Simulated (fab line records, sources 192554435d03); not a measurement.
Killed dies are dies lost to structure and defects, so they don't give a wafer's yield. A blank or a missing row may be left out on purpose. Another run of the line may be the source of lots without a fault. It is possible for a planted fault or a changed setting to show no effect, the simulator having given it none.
A lot that was struck, set against a sound lot    flow n5-finfet    41 out of 1938 route steps
Sound: the wafers L823.1, L823.3, L823.4. The struck wafers were L836.1, L836.3, L836.4. The cause is named last.
Order at every step that has rows: each side's tool, ch and its chambers, its first start. Under that, the readings that differ: sound wafers    struck wafers    difference of the means    sigmas: that difference in standard deviations of wafers without a fault.
alike: words and numbers the same on both sides, and readings whose means are apart by under 2 such deviations; not compared: readings that were withheld, readings missing a value for some wafer, numbers with overlapping values and no deviation given by the record, and bounds like >300 which may hide the same value.
The two part at a step that has a row with sigmas, a row that says differs or no value, or rows on one side only. When numbers do not overlap yet have no deviation, they are printed without sigmas and do not part them. Lack of a reading on every wafer of one side parts them only where that side has two or more wafers.

first, 2 steps without rows for these wafers: N5_BEOL_M2_PRECLEAN_42 (cleans in residue remover, time 60 s); N5_BEOL_M2_SRD_43 (time 30 s).
N5_BEOL_M2_CD_MEAS_35: target cd 18 nm, target cd y 22.2 nm.
  sound: cd-sem-02 at day 7 07:27; struck: cd-sem-03 at day 10 06:23
  alike: cd-nm
then, 6 steps without rows for these wafers: N5_BEOL_M2_DEGAS_44 (time 60 s); N5_BEOL_M2_PRE_CLEAN_45 (time 30 s); N5_BEOL_M2_ALD_84 (deposits TaN, pulse time 2 s, purge time 3 s, co reactant purge time 2 s); N5_BEOL_M2_SURFACE_TREAT_85; N5_BEOL_M2_CVD_47 (deposits Co from CCTBA/H2, target thk 3 nm, time 223.8 s); N5_BEOL_M2_SPUTTER_48 (material Cu, target thk 4.5 nm, time 8.29 s).
N5_BEOL_M2_ANNEAL_49: time 240 s.
  sound: pvd-sputter-03 at day 7 08:46; struck: pvd-sputter-03 at day 10 07:21
  alike: heater-power-w
then, 2 steps without rows for these wafers: N5_BEOL_M2_SPUTTER_79 (material Cu, target thk 4.5 nm, time 8.29 s); N5_BEOL_M2_ANNEAL_80 (time 240 s).
N5_BEOL_M2_SPUTTER_81: material Cu, target thk 4.5 nm, time 8.29 s.
  sound: pvd-sputter-03 at day 7 09:07; struck: pvd-sputter-03 at day 10 07:43
  alike: throttle-valve-pct
N5_BEOL_M2_ANNEAL_82: time 240 s.
  sound: pvd-sputter-03 at day 7 09:12; struck: pvd-sputter-03 at day 10 07:47
  alike: heater-power-w
then, 6 steps without rows for these wafers: N5_BEOL_M2_SPUTTER_86 (material Cu, target thk 4.5 nm, time 8.29 s); N5_BEOL_M2_ANNEAL_87 (time 240 s); N5_BEOL_M2_SPUTTER_88 (material Cu, target thk 4.5 nm, time 8.29 s); N5_BEOL_M2_ANNEAL_89 (time 240 s); N5_BEOL_M2_SPUTTER_90 (material Cu, target thk 4.5 nm, time 8.29 s); N5_BEOL_M2_ANNEAL_91 (time 240 s).
N5_BEOL_M2_SPUTTER_92: material Cu, target thk 4.5 nm, time 8.29 s.
  sound: pvd-sputter-03 at day 7 10:00; struck: pvd-sputter-03 at day 10 08:35
  alike: throttle-valve-pct
then, 5 steps without rows for these wafers: N5_BEOL_M2_ANNEAL_93 (time 240 s); N5_BEOL_M2_SPUTTER_94 (material Cu, target thk 4.5 nm, time 8.29 s); N5_BEOL_M2_ANNEAL_95 (time 240 s); N5_BEOL_M2_SPUTTER_96 (material Cu, target thk 4.5 nm, time 8.29 s); N5_BEOL_M2_ECD_50 (material Cu, target thk 300 nm).
N5_BEOL_M2_ANNEAL_51: time 90 s.
  sound on rtp-anneal-02 ch 0, day 7 10:38; struck on rtp-anneal-01 ch 0, day 10 09:27
  alike: wafer_temp_C_max
then, 2 steps without rows for these wafers: N5_BEOL_M2_CMP_52 (polishes, stops on SiOC, t overpolish 6.8 s, target thk 40 nm); N5_BEOL_M2_PRE_CLEAN_60 (time 15 s).
N5_BEOL_M2_CO_CAP_55: material Co, precursor CCTBA/H2, target thk 2 nm, time 102.1 s.
  sound on cvd-co-02 ch 0,1, day 7 11:26; struck on cvd-co-02 ch 0,1,2, day 10 10:07
  alike: heater-power-w
then, 2 steps without rows for these wafers: N5_BEOL_M2_PRE_CLEAN_56 (time 15 s); N5_BEOL_M2_DEP_57 (deposits SiCN from 3MS/NH3, target thk 8 nm, time 14 s).
N5_BEOL_M2_RS_MEAS_58: the measuring method here is four-point-probe.
  sound: film-metro-01 at day 7 11:40; struck: film-metro-01 at day 10 10:18
  alike: M2_RS
then, 1 step without rows for these wafers: N5_BEOL_M3_ILD_DEP_00 (deposits SiOC from DEMS/O2, target thk 79 nm, time 15.3 s).
N5_BEOL_M3_THK_MEAS_01:
  sound: film-metro-01 at day 7 11:47; struck: film-metro-01 at day 10 10:26
  alike: M3_ILD_THK
then, 5 steps without rows for these wafers: N5_BEOL_M3_PECVD_72 (deposits SiO2 from TEOS/O2, target thk 16 nm, time 18 s); N5_BEOL_M3_HM_DEP_02 (deposits TiN, target thk 20 nm); N5_BEOL_M3_COAT_61 (time 60 s, resist thk 60 nm); N5_BEOL_M3_COAT_62 (time 60 s, resist thk 12 nm); N5_BEOL_M3_COAT_73 (time 60 s, resist thk 5 nm).
-- record jumps: 5 days separate the struck wafers' starts on either side; left off in module BEOL_M3, taken up again in module PASSIVATION, whose first shown step is the route's number 1936 --
N5_PASSIVATION_PROBE_49:
  sound: prober-01 at day 12 18:40; struck: prober-02 at day 15 09:34
reading                   sound           struck          difference  sigmas
defect-limited-yield (%)  90.8 90.7 89.7  82.3 83.9 82.7  -7.4        -5
killed_at_M0_to_M3        62 36 52        136 127 151     +88         +8
killed-dies               108 110 121     209 190 204     +88         +5
killed-on-rim             13 17 17        23 26 22        +8          +2
sort_bin_5_function (%)   4.6 5.7 5.6     10.1 10.3 10.9  +5.1        +5
sort-n-pass               1072 1070 1059  971 990 976     -88         -5
sort-yield-pct (%)        90.8 90.7 89.7  82.3 83.9 82.7  -7.4        -5
  alike: killed_at_M4_up, killed-at-contacts, killed-at-front-end, killed-at-other, killed-open, killed-short, sort_bin_6_memory

## WHERE THEY PART
Only at N5_PASSIVATION_PROBE_49, as far as this record shows.

WHY: the cause the simulator had injected
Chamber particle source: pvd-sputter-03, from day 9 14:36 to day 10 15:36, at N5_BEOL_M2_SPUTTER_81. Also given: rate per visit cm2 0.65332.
